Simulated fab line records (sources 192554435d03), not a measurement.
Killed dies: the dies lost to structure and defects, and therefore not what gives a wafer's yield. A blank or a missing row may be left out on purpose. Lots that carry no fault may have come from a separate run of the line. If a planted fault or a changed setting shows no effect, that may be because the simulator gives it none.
Matching of chambers    flow n5_finfet    4 sister chambers for N5_BEOL_M1_ETCH_74 on rie_diel-02
The step etches underlayer in N2/H2, target depth 6.5 nm, time 5.2 s. 4 wafers are shown with their chamber, then 8 later ones without.

## WAFERS, EACH WITH ITS CHAMBER
wafer   chamber  showerhead_plenum_p_Torr (Torr)
L087.6  1        2.64
L088.1  0        2.42
L088.4  2        2.66
L090.1  3        2.62

## WAFERS MISSING THEIR CHAMBER
wafer   showerhead_plenum_p_Torr (Torr)
L090.4  2.64
L090.6  2.64
L092.1  2.42
L092.2  2.62
L092.3  2.64
L097.3  2.63
L097.4  2.63
L097.5  2.65

## WHICH CHAMBER EACH WENT THROUGH
wafer   from the rows above      in truth
L090.4  1                        1
L090.6  1                        1
L092.1  0                        0
L092.2  3                        3
L092.3  1                        1
L097.3  can't be placed: 3 or 1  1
L097.4  can't be placed: 3 or 1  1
L097.5  can't be placed: 1 or 2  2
Correctly placed: 5 of 8. Can't be placed from these rows: 3 (the true chamber is among the candidates in 3). Number placed wrongly: 0.
How it was worked out, from the rows above alone: a wafer's distance from a chamber is the root of the sum, over the readings, of the square of ((its reading less the chamber's mean) divided by the reading's scatter). If the next closest chamber is less than 2 further off than the closest, the wafer can't be placed; otherwise it belongs to the closest. For every chamber, the mean is computed from those of its wafers that are shown. The scatter (one wafer shown for each chamber): square how far every hidden wafer sits from the nearest shown wafer, average those squares and take the square root.
